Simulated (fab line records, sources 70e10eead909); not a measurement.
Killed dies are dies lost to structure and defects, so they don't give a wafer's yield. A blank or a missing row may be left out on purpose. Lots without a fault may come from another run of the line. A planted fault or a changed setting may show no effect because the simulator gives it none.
Which tool did it? | flow nand_harc | 22 lots, 66 wafers sampled, at 6 steps of a route of 1302

WHAT THE GAUGES READ, wafer by wafer
The record holds no reading of a measuring or inspecting step that can be judged against a usual standard deviation.

WHICH TOOL RAN EACH LOT (tool, then ch and the chambers of the sampled wafers, then the start)
lot  | NHARC_A_SGD_CUT_ETCHBACK_24        | NHARC_A_CONTACT_DEP_28        | NHARC_A_CONTACT_ETCH_50                       | NHARC_A_CONTACT_ETCH_127             | NHARC_A_CONTACT_STRIP_82                      | NHARC_A_CONTACT_ETCH_30
L074 | rie_diel-12 ch 0,3, day 18 10:44   | acl_dep-01 ch 0, day 20 07:25 | rie_diel-01 ch 0,1,3, day 21 00:59 or earlier | har_cap_etch-02 ch 0,1, day 21 00:59 | rie_diel-02 ch 0,1,3, no start                | rie_diel-01 ch 0,2, no start
L075 | rie_diel-09 ch 0,2,3, day 18 19:13 | acl_dep-02 ch 0, day 20 14:14 | rie_diel-07 ch 0,1,2, day 21 09:17 or earlier | har_cap_etch-03 ch 0,1, day 21 09:17 | rie_diel-02 ch 0,3, no start                  | rie_diel-02 ch 2,3, no start
L078 | rie_diel-12 ch 1,2,3, day 19 18:37 | acl_dep-03 ch 0, day 21 07:55 | rie_diel-07 ch 0,2, day 22 02:40 or earlier   | har_cap_etch-03 ch 0,1, day 22 02:40 | rie_diel-07 ch 1,2,3, no start                | rie_diel-01 ch 0,2,3, no start
L077 | rie_diel-12 ch 2,3, day 20 20:01   | acl_dep-02 ch 0, day 22 12:08 | rie_diel-07 ch 1,2, day 23 07:13 or earlier   | har_cap_etch-03 ch 0,1, day 23 07:13 | rie_diel-07 ch 2,3, no start                  | rie_diel-02 ch 0,1,2, no start
L079 | rie_diel-04 ch 0,1,3, day 20 20:01 | acl_dep-01 ch 0, day 22 10:49 | rie_diel-02 ch 0,1,2, day 23 08:46 or earlier | har_cap_etch-02 ch 0,1, day 23 08:46 | rie_diel-07 ch 0,1,3, day 23 19:08 or earlier | rie_diel-07 ch 0,2,3, day 23 19:08
L080 | rie_diel-04 ch 1,2, day 20 23:14   | acl_dep-01 ch 0, day 22 18:13 | rie_diel-07 ch 1,2, day 23 11:59 or earlier   | har_cap_etch-01 ch 1, day 23 11:59   | rie_diel-02 ch 0,2,3, no start                | rie_diel-02 ch 0,1,2, no start
L081 | rie_diel-04 ch 1,2,3, day 22 02:27 | acl_dep-02 ch 0, day 23 17:10 | rie_diel-01 ch 1,2,3, day 24 11:33 or earlier | har_cap_etch-01 ch 0,1, day 24 11:33 | rie_diel-02 ch 0,2, no start                  | rie_diel-02 ch 0,1,3, no start
L082 | rie_diel-09 ch 0,1,3, day 22 09:28 | acl_dep-01 ch 0, day 23 23:47 | rie_diel-02 ch 0,2,3, day 24 18:28 or earlier | har_cap_etch-02 ch 0,1, day 24 18:28 | rie_diel-07 ch 0,2,3, no start                | rie_diel-07 ch 0,1,2, no start
L083 | rie_diel-12 ch 0,1,3, day 22 09:32 | acl_dep-01 ch 0, day 24 07:52 | rie_diel-01 ch 0,2,3, day 25 04:16 or earlier | har_cap_etch-03 ch 0,1, day 25 04:16 | rie_diel-02 ch 0,2,3, no start                | rie_diel-02 ch 0,1,2, no start
L084 | rie_diel-09 ch 0,1, day 22 20:05   | acl_dep-03 ch 0, day 24 12:05 | rie_diel-01 ch 0,1,3, day 25 08:05 or earlier | har_cap_etch-01 ch 0,1, day 25 08:05 | rie_diel-02 ch 0,2,3, no start                | rie_diel-07 ch 0,1,2, no start
L085 | rie_diel-12 ch 1,2,3, day 22 20:07 | acl_dep-02 ch 0, day 24 19:01 | rie_diel-02 ch 2,3, day 25 12:35 or earlier   | har_cap_etch-02 ch 0,1, day 25 12:35 | rie_diel-02 ch 0,1,3, no start                | rie_diel-02 ch 0,2, no start
L087 | rie_diel-12 ch 0,1,3, day 23 18:39 | acl_dep-01 ch 0, day 25 11:16 | rie_diel-02 ch 0,1,2, day 26 07:50 or earlier | har_cap_etch-02 ch 0,1, day 26 07:50 | rie_diel-01 ch 0,2,3, no start                | rie_diel-02 ch 0,1,2, no start
L089 | rie_diel-04 ch 0,1,3, day 24 03:19 | acl_dep-03 ch 0, day 25 21:05 | rie_diel-01 ch 0,1, day 26 17:10 or earlier   | har_cap_etch-03 ch 0,1, day 26 17:10 | rie_diel-07 ch 0,1,3, no start                | rie_diel-02 ch 0,1,2, no start
L088 | rie_diel-04 ch 0,2,3, day 24 03:23 | acl_dep-01 ch 0, day 25 18:51 | rie_diel-02 ch 0,1,2, day 26 14:50 or earlier | har_cap_etch-02 ch 0,1, day 26 14:50 | rie_diel-02 ch 0,1,2, no start                | rie_diel-02 ch 0,2,3, no start
L090 | rie_diel-04 ch 0,3, day 24 12:10   | acl_dep-03 ch 0, day 26 07:37 | rie_diel-02 ch 1,2, day 27 00:03 or earlier   | har_cap_etch-01 ch 0,1, day 27 00:03 | rie_diel-01 ch 0,1,2, no start                | rie_diel-02 ch 0,1,3, no start
L091 | rie_diel-12 ch 0,1, day 25 20:47   | acl_dep-03 ch 0, day 27 12:47 | rie_diel-02 ch 1,2, day 28 09:01 or earlier   | har_cap_etch-03 ch 0,1, day 28 09:01 | rie_diel-02 ch 1,2, no start                  | rie_diel-02 ch 1,3, no start
L092 | rie_diel-09 ch 2,3, day 25 20:48   | acl_dep-01 ch 0, day 27 14:18 | rie_diel-07 ch 0,1, day 28 06:53 or earlier   | har_cap_etch-02 ch 0,1, day 28 06:53 | rie_diel-02 ch 1,2, no start                  | rie_diel-02 ch 1,2,3, no start
L093 | rie_diel-04 ch 0,1,3, day 27 04:32 | acl_dep-01 ch 0, day 28 17:46 | rie_diel-01 ch 1,2,3, day 29 10:41 or earlier | har_cap_etch-03 ch 0,1, day 29 10:41 | rie_diel-07 ch 0,1,3, no start                | rie_diel-02 ch 1,2,3, no start
L094 | rie_diel-09 ch 2,3, day 27 04:33   | acl_dep-03 ch 0, day 28 19:03 | rie_diel-02 ch 1,2, day 29 10:23 or earlier   | har_cap_etch-02 ch 0,1, day 29 10:23 | rie_diel-02 ch 0,1, no start                  | rie_diel-02 ch 1,2, no start
L096 | rie_diel-04 ch 0,2,3, day 27 14:11 | acl_dep-02 ch 0, day 29 05:58 | rie_diel-02 ch 0,1,2, day 30 00:08 or earlier | har_cap_etch-02 ch 0,1, day 30 00:08 | rie_diel-01 ch 0,1,3, no start                | rie_diel-02 ch 0,1,2, no start
L095 | rie_diel-12 ch 1,2,3, day 27 14:11 | acl_dep-01 ch 0, day 29 08:02 | rie_diel-01 ch 0,2, day 30 03:23 or earlier   | har_cap_etch-01 ch 0,1, day 30 03:23 | rie_diel-02 ch 0,1,3, no start                | rie_diel-02 ch 0,2, no start
L097 | rie_diel-12 ch 0,2,3, day 27 22:34 | acl_dep-02 ch 0, day 29 17:46 | rie_diel-01 ch 0,2,3, day 30 11:41 or earlier | har_cap_etch-03 ch 0,1, day 30 11:41 | rie_diel-01 ch 0,1,3, no start                | rie_diel-02 ch 0,1,2, no start
- NHARC_A_SGD_CUT_ETCHBACK_24: etches the open film in CH3F/O2, target depth 50 nm, time 92.857 s.
- NHARC_A_CONTACT_DEP_28: deposits aC, target thk 7000 nm.
- NHARC_A_CONTACT_ETCH_50: etches the open film in CF4/CHF3, target depth 121 nm, time 60.5 s.
- NHARC_A_CONTACT_ETCH_127: etches the open film in C4F8/O2/Ar, time 197 s, target depth 1918 nm.
- NHARC_A_CONTACT_STRIP_82: strips in O2.
- NHARC_A_CONTACT_ETCH_30: etches the open film in CF4/CHF3, target depth 72.6 nm, time 36.3 s.

WHAT THE TOOLS THEMSELVES READ (means of the sampled wafers that have a number; where no wafer has one, the mark that the record gives instead)
NHARC_A_SGD_CUT_ETCHBACK_24. Usual: drypump_motor_current_A 5.7 A, standard deviation 0.48; o2_flow_sccm 29.99 sccm, standard deviation 0.09; oes_product_au 0.97 a.u., standard deviation 0.035; rf_vpp_V 244.5 V, standard deviation 1.5; showerhead_plenum_p_Torr 2.47 Torr, standard deviation 0.094; throttle_valve_pct 20.663 %, standard deviation 0.0095.
lot  | tool        | drypump_motor_current_A (A) | o2_flow_sccm (sccm) | oes_product_au (a.u.) | rf_vpp_V (V) | showerhead_plenum_p_Torr (Torr) | throttle_valve_pct (%) | flag
L074 | rie_diel-12 | 5.7                         | 30.02               | 1.00                  | 244.0        | 2.46                            | 20.662                 |
L075 | rie_diel-09 | 6.2                         | 30.02               | 1.00                  | 246.1        | 2.52                            | 20.666                 |
L078 | rie_diel-12 | 5.7                         | 30.04               | 0.92                  | 246.0        | 2.58                            | 20.660                 |
L077 | rie_diel-12 | 5.8                         | 30.01               | 0.92                  | 246.3        | 2.58                            | 20.671                 |
L079 | rie_diel-04 | 5.3                         | 30.04               | 0.92                  | 243.8        | 2.40                            | 20.665                 |
L080 | rie_diel-04 | 5.9                         | 30.02               | 0.94                  | 243.8        | 2.37                            | 20.670                 |
L081 | rie_diel-04 | 5.5                         | 30.00               | 1.00                  | 242.7        | 2.36                            | 20.662                 |
L082 | rie_diel-09 | 6.4                         | 30.00               | 0.93                  | 244.3        | 2.50                            | 20.666                 |
L083 | rie_diel-12 | 5.6                         | 30.05               | 1.00                  | 245.3        | 2.52                            | 20.661                 |
L084 | rie_diel-09 | 6.2                         | 29.94               | 0.98                  | 246.1        | 2.55                            | 20.666                 |
L085 | rie_diel-12 | 5.7                         | 30.00               | 0.99                  | 245.9        | 2.58                            | 20.653                 |
L087 | rie_diel-12 | 5.7                         | 29.99               | 0.99                  | 244.2        | 2.52                            | 20.667                 |
L089 | rie_diel-04 | 5.3                         | 29.90               | 1.00                  | 243.6        | 2.40                            | 20.663                 |
L088 | rie_diel-04 | 5.2                         | 29.91               | 0.92                  | 242.2        | 2.39                            | 20.671                 |
L090 | rie_diel-04 | 4.9                         | 30.09               | 1.00                  | 244.0        | 2.40                            | 20.665                 |
L091 | rie_diel-12 | 5.6                         | 29.98               | 1.00                  | 245.0        | 2.47                            | 20.660                 |
L092 | rie_diel-09 | 6.5                         | 30.01               | 0.99                  | 244.8        | 2.49                            | 20.662                 |
L093 | rie_diel-04 | 5.3                         | 29.96               | 0.92                  | 243.4        | 2.40                            | 20.669                 |
L094 | rie_diel-09 | 6.5                         | 29.97               | 1.00                  | 244.5        | 2.49                            | 20.659                 |
L096 | rie_diel-04 | 5.2                         | 30.02               | 1.01                  | 243.2        | 2.39                            | 20.674                 |
L095 | rie_diel-12 | 5.7                         | 29.97               | 0.98                  | 245.9        | 2.58                            | 20.673                 |
L097 | rie_diel-12 | 5.8                         | 29.95               | 0.95                  | 245.2        | 2.52                            | 20.655                 |

NHARC_A_CONTACT_DEP_28. Usual: throttle_valve_pct 34.999 %, standard deviation 0.0092.
lot  | tool       | throttle_valve_pct (%) | flag
L074 | acl_dep-01 | 34.995                 |
L075 | acl_dep-02 | 34.992                 |
L078 | acl_dep-03 | 34.995                 |
L077 | acl_dep-02 | 34.998                 |
L079 | acl_dep-01 | 34.996                 |
L080 | acl_dep-01 | 34.995                 |
L081 | acl_dep-02 | 35.003                 |
L082 | acl_dep-01 | 35.006                 |
L083 | acl_dep-01 | 35.007                 |
L084 | acl_dep-03 | 35.002                 |
L085 | acl_dep-02 | 34.995                 |
L087 | acl_dep-01 | 34.999                 |
L089 | acl_dep-03 | 34.999                 |
L088 | acl_dep-01 | 35.002                 |
L090 | acl_dep-03 | 34.999                 |
L091 | acl_dep-03 | 35.001                 |
L092 | acl_dep-01 | 35.005                 |
L093 | acl_dep-01 | 34.996                 |
L094 | acl_dep-03 | 34.999                 |
L096 | acl_dep-02 | 35.005                 |
L095 | acl_dep-01 | 35.001                 |
L097 | acl_dep-02 | 34.995                 |

NHARC_A_CONTACT_ETCH_50. Usual: drypump_motor_current_A 5.6 A, standard deviation 0.43; oes_product_au 0.954 a.u., standard deviation 0.023; rf_vpp_V 370.4 V, standard deviation 2.5; showerhead_plenum_p_Torr 1.56 Torr, standard deviation 0.072; throttle_valve_pct 16.803 %, standard deviation 0.0089.
lot  | tool        | drypump_motor_current_A (A) | oes_product_au (a.u.) | rf_vpp_V (V) | showerhead_plenum_p_Torr (Torr) | throttle_valve_pct (%) | flag
L074 | rie_diel-01 | 5.4                         | 0.928                 | 370.0        | 1.54                            | 16.806                 |
L075 | rie_diel-07 | 5.5                         | 0.970                 | 373.0        | 1.64                            | 16.808                 |
L078 | rie_diel-07 | 5.7                         | 0.958                 | 372.1        | 1.62                            | 16.803                 |
L077 | rie_diel-07 | 5.8                         | 0.916                 | 372.8        | 1.66                            | 16.801                 |
L079 | rie_diel-02 | 5.8                         | 0.970                 | 368.8        | 1.50                            | 16.805                 |
L080 | rie_diel-07 | 6.0                         | 0.912                 | 372.2        | 1.63                            | 16.796                 |
L081 | rie_diel-01 | 5.7                         | 0.958                 | 373.7        | 1.65                            | 16.803                 |
L082 | rie_diel-02 | 5.6                         | 0.973                 | 367.6        | 1.50                            | 16.799                 |
L083 | rie_diel-01 | 5.4                         | 0.980                 | 371.3        | 1.59                            | 16.804                 |
L084 | rie_diel-01 | 5.4                         | 0.949                 | 370.9        | 1.61                            | 16.813                 |
L085 | rie_diel-02 | 5.7                         | 0.975                 | 370.0        | 1.52                            | 16.800                 |
L087 | rie_diel-02 | 5.8                         | 0.972                 | 367.8        | 1.50                            | 16.801                 |
L089 | rie_diel-01 | 5.5                         | 0.928                 | 372.3        | 1.64                            | 16.807                 |
L088 | rie_diel-02 | 5.8                         | 0.971                 | 368.1        | 1.50                            | 16.805                 |
L090 | rie_diel-02 | 5.9                         | 0.967                 | 369.1        | 1.51                            | 16.796                 |
L091 | rie_diel-02 | 5.9                         | 0.980                 | 368.8        | 1.51                            | 16.805                 |
L092 | rie_diel-07 | 5.1                         | 0.948                 | 373.2        | 1.63                            | 16.795                 |
L093 | rie_diel-01 | 5.7                         | 0.926                 | 372.7        | 1.64                            | 16.802                 |
L094 | rie_diel-02 | 5.9                         | 0.968                 | 368.4        | 1.51                            | 16.800                 |
L096 | rie_diel-02 | 5.7                         | 0.954                 | 368.6        | 1.49                            | 16.801                 |
L095 | rie_diel-01 | 5.6                         | 0.926                 | 371.8        | 1.59                            | 16.816                 |
L097 | rie_diel-01 | 5.4                         | 0.924                 | 371.3        | 1.58                            | 16.810                 |

NHARC_A_CONTACT_STRIP_82. Usual: drypump_motor_current_A 5.6 A, standard deviation 0.46; o2_flow_sccm 500.0 sccm, standard deviation 1.5; oes_product_au 0.999 a.u., standard deviation 0.0088; rf_vpp_V 57.6 V, standard deviation 0.86; showerhead_plenum_p_Torr 3.47 Torr, standard deviation 0.15; throttle_valve_pct 17.037 %, standard deviation 0.0094.
lot  | tool        | drypump_motor_current_A (A) | o2_flow_sccm (sccm) | oes_product_au (a.u.) | rf_vpp_V (V) | showerhead_plenum_p_Torr (Torr) | throttle_valve_pct (%) | flag
L074 | rie_diel-02 | 5.9                         | 499.3               | 1.007                 | 58.1         | 3.37                            | 17.037                 |
L075 | rie_diel-02 | 5.8                         | 499.7               | 0.992                 | 58.1         | 3.38                            | 17.040                 |
L078 | rie_diel-07 | 5.5                         | 500.0               | 0.990                 | 57.1         | 3.59                            | 17.032                 |
L077 | rie_diel-07 | 5.6                         | 499.3               | 0.989                 | 57.8         | 3.53                            | 17.029                 |
L079 | rie_diel-07 | 5.1                         | 501.7               | 0.994                 | 57.7         | 3.58                            | 17.051                 |
L080 | rie_diel-02 | 5.7                         | 499.5               | 1.004                 | 57.0         | 3.36                            | 17.024                 |
L081 | rie_diel-02 | 5.5                         | 499.7               | 0.996                 | 57.7         | 3.35                            | 17.040                 |
L082 | rie_diel-07 | 5.2                         | 500.7               | 0.987                 | 57.5         | 3.53                            | 17.042                 |
L083 | rie_diel-02 | 5.7                         | 500.1               | 1.007                 | 57.1         | 3.36                            | 17.045                 |
L084 | rie_diel-02 | 5.7                         | 500.1               | 1.002                 | 57.5         | 3.36                            | 17.029                 |
L085 | rie_diel-02 | 5.9                         | 499.4               | 1.003                 | 56.7         | 3.37                            | 17.040                 |
L087 | rie_diel-01 | 5.4                         | 500.7               | 1.001                 | 57.8         | 3.56                            | 17.031                 |
L089 | rie_diel-07 | 5.1                         | 501.4               | 1.004                 | 57.5         | 3.56                            | 17.033                 |
L088 | rie_diel-02 | 5.8                         | 499.6               | 0.998                 | 57.4         | 3.35                            | 17.029                 |
L090 | rie_diel-01 | 5.6                         | 499.3               | 1.009                 | 56.8         | 3.63                            | 17.042                 |
L091 | rie_diel-02 | 6.0                         | 500.0               | 1.003                 | 57.8         | 3.39                            | 17.046                 |
L092 | rie_diel-02 | 5.9                         | 499.9               | 0.996                 | 57.8         | 3.39                            | 17.043                 |
L093 | rie_diel-07 | 5.1                         | 500.5               | 0.998                 | 57.0         | 3.55                            | 17.040                 |
L094 | rie_diel-02 | 5.9                         | 500.9               | 0.998                 | 56.2         | 3.31                            | 17.037                 |
L096 | rie_diel-01 | 5.4                         | 499.3               | 0.996                 | 57.4         | 3.59                            | 17.034                 |
L095 | rie_diel-02 | 5.9                         | 499.5               | 0.999                 | 57.6         | 3.36                            | 17.039                 |
L097 | rie_diel-01 | 5.4                         | 500.8               | 1.010                 | 58.0         | 3.59                            | 17.039                 |

NHARC_A_CONTACT_ETCH_30. Usual: drypump_motor_current_A 5.7 A, standard deviation 0.37; oes_product_au 0.934 a.u., standard deviation 0.02; rf_vpp_V 368.7 V, standard deviation 2; showerhead_plenum_p_Torr 1.52 Torr, standard deviation 0.056; throttle_valve_pct 16.803 %, standard deviation 0.01.
lot  | tool        | drypump_motor_current_A (A) | oes_product_au (a.u.) | rf_vpp_V (V) | showerhead_plenum_p_Torr (Torr) | throttle_valve_pct (%) | flag
L074 | rie_diel-01 | 5.6                         | 0.928                 | 372.1        | 1.61                            | 16.803                 |
L075 | rie_diel-02 | 5.7                         | 0.924                 | 369.2        | 1.52                            | 16.801                 |
L078 | rie_diel-01 | 5.4                         | 0.926                 | 370.4        | 1.60                            | 16.800                 |
L077 | rie_diel-02 | 5.8                         | 0.962                 | 367.8        | 1.50                            | 16.805                 |
L079 | rie_diel-07 | 5.2                         | 0.927                 | 370.4        | 1.57                            | 16.812                 |
L080 | rie_diel-02 | 5.8                         | 0.929                 | 368.1        | 1.50                            | 16.808                 |
L081 | rie_diel-02 | 5.9                         | 0.926                 | 368.4        | 1.50                            | 16.796                 |
L082 | rie_diel-07 | 5.5                         | 0.926                 | 372.8        | 1.63                            | 16.807                 |
L083 | rie_diel-02 | 5.7                         | 0.933                 | 368.5        | 1.50                            | 16.799                 |
L084 | rie_diel-07 | 5.5                         | 0.919                 | 372.2        | 1.63                            | 16.814                 |
L085 | rie_diel-02 | 5.5                         | 0.927                 | 366.9        | 1.49                            | 16.799                 |
L087 | rie_diel-02 | 5.8                         | 0.949                 | 367.9        | 1.49                            | 16.804                 |
L089 | rie_diel-02 | 5.8                         | 0.969                 | 367.3        | 1.50                            | 16.798                 |
L088 | rie_diel-02 | 5.7                         | 0.922                 | 368.3        | 1.49                            | 16.807                 |
L090 | rie_diel-02 | 5.9                         | 0.925                 | 369.1        | 1.50                            | 16.796                 |
L091 | rie_diel-02 | 6.1                         | 0.931                 | 368.5        | 1.52                            | 16.805                 |
L092 | rie_diel-02 | 5.8                         | 0.922                 | 367.9        | 1.51                            | 16.798                 |
L093 | rie_diel-02 | 5.8                         | 0.964                 | 368.3        | 1.51                            | 16.814                 |
L094 | rie_diel-02 | 5.9                         | 0.920                 | 369.5        | 1.51                            | 16.801                 |
L096 | rie_diel-02 | 5.8                         | 0.918                 | 367.3        | 1.49                            | 16.815                 |
L095 | rie_diel-02 | 5.6                         | 0.917                 | 367.2        | 1.47                            | 16.802                 |
L097 | rie_diel-02 | 5.8                         | 0.969                 | 367.5        | 1.49                            | 16.800                 |

THE ANSWER, worked out from the rows above alone
Rule: a lot is off if the mean of its wafers that have a number lies more than 3 standard deviations from the usual mean. A lot without any number at a reading at which 4 lots or more have one is off too. The other lots that the step has rows for count as sound. The gauges are gone through in route order, then the tools' own readings, and for those a lot's mean is taken as printed above. The first step at which some lot is off is used, and at that step the reading that is off furthest; a lot without a number counts as furthest.
No lot is off at any reading shown: from this, nothing can be told.

WHAT THE SIMULATOR HAD PUT IN
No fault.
